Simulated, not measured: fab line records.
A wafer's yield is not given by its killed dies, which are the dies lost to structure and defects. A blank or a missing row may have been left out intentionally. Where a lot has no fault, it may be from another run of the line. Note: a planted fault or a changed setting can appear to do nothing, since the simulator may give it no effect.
One fault seen from 2 desks    flow n5_finfet    only its own numbers are on each desk; what lay behind them is given at the end

== METROLOGY DESK ==
Lot by lot, what the gauges showed, no matter which tool ran the lot: averages of those sampled wafers that carry a number. Any lot whose mean is over 4 standard deviations away from the usual mean is out of limits and marked OUT; that distance is given in the brackets.
Columns: A = cd_nm at N5_ZERO_LAYER_CD_MEAS_11, usual 1999.4 nm; B = cd_nm at N5_PMOS_HMC_CHANNEL_EPI_CD_MEAS_09, usual 237.1 nm
lot   first seen here  A       B
L608  day 1 12:46      2001.3  237.1
L609  day 1 18:47      1998.6  237.7
L611  day 2 06:46      1999.3  238.2
L612  day 2 12:40      1998.4  237.1
L613  day 2 18:53      1998.7  238.0
L615  day 3 06:46      1998.9  237.2
L616  day 3 12:38      1999.1  236.9
L626  day 6 00:46      2000.5  249.5 (+13) OUT
L627  day 6 06:46      1997.7  260.5 (+24) OUT
L628  day 6 12:48      1998.7  234.8
L631  day 7 06:39      1999.2  236.1
This desk finds L626, L627 out of limits, L626 being first, at day 6 05:22 (cd_nm at N5_PMOS_HMC_CHANNEL_EPI_CD_MEAS_09). L608, L609, L611, L612, L613, L615, L616, L628, L631 stayed within limits.

== THE TOOL OWNER'S DESK: arfi_scanner-01 ==
The tool's own readings at N5_PMOS_HMC_CHANNEL_EPI_EXPOSE_06 (exposes mask PMOS HMC BLK, target cd 240 nm): means of the sampled wafers that have a number, for each lot that ran on this tool. Any lot whose mean is over 4 standard deviations away from the usual mean is out of limits and marked OUT; that distance is given in the brackets.
Columns: A = exposure_dose_mJ_cm2 at N5_PMOS_HMC_CHANNEL_EPI_EXPOSE_06, usual 40.98; B = focus_offset_nm at N5_PMOS_HMC_CHANNEL_EPI_EXPOSE_06, usual 0.1 nm
lot   first seen here  A                B
L608  day 1 17:32      40.94            0.1
L609  day 1 23:11      40.99            -0.4
L611  day 2 11:01      41.01            0.3
L626  day 6 05:14      37.63 (-80) OUT  0.8
L627  day 6 11:38      36.90 (-97) OUT  -0.3
This desk finds L626, L627 out of limits, L626 being first, at day 6 05:14 (exposure_dose_mJ_cm2 at N5_PMOS_HMC_CHANNEL_EPI_EXPOSE_06). L608, L609, L611 stayed within limits.

== BROUGHT TOGETHER ==
An alarm could have come from the tool owner's desk at day 6 05:14, on L626, L627.
L626, L627 would have let the metrology desk raise an alarm at day 6 05:22.
Of the lots named, all ran N5_PMOS_HMC_CHANNEL_EPI_EXPOSE_06 on arfi_scanner-01.

== WHAT THE SIMULATOR HAD INSERTED ==
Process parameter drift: arfi_scanner-01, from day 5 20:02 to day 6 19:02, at N5_PMOS_HMC_CHANNEL_EPI_EXPOSE_06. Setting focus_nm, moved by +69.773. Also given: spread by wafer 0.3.
Lots struck among those shown: L626, L627.
Hours from the fault's start to each desk's first reading out of limits: the tool owner's desk, 9; the metrology desk, 9.
